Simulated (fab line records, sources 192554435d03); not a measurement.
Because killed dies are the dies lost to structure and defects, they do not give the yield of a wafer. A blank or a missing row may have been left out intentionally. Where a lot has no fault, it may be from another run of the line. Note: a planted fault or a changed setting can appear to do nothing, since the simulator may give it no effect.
Matching of chambers -- flow n5 finfet -- 4 sister chambers for N5_BEOL_M10_STRIP_67 on rie diel-03
The step strips in CF4. 4 wafers are shown with their chamber, then 8 later ones without.

EACH WAFER AND ITS CHAMBER
wafer,chamber,drypump motor current A (A)
L076.3,3,6.3
L090.4,1,5.1
L090.6,0,5.8
L092.1,2,6.7

WAFERS WITH NO CHAMBER GIVEN
wafer,drypump motor current A (A)
L092.2,5.8
L092.4,5.2
L093.1,5.8
L093.4,6.3
L093.5,5.1
L095.1,6.3
L095.3,6.6
L095.6,5.8

EACH ONE'S CHAMBER
wafer,from the rows above,in truth
L092.2,0,0
L092.4,1,1
L093.1,0,0
L093.4,3,3
L093.5,1,1
L095.1,3,3
L095.3,2,2
L095.6,0,0
8 of 8 placed correctly. Left unplaced by these rows: 0. Number placed wrongly: 0.
How it was worked out, from the rows above alone: a wafer's distance from a chamber is the root of the sum, over the readings, of the square of ((its reading less the chamber's mean) divided by the reading's scatter). The wafer belongs to the nearest chamber; if the next one is less than 2 further off, it can't be placed. A chamber's mean is the mean of its shown wafers. The scatter: root of mean squared gap, hidden wafer to nearest shown wafer, with one shown wafer a chamber.
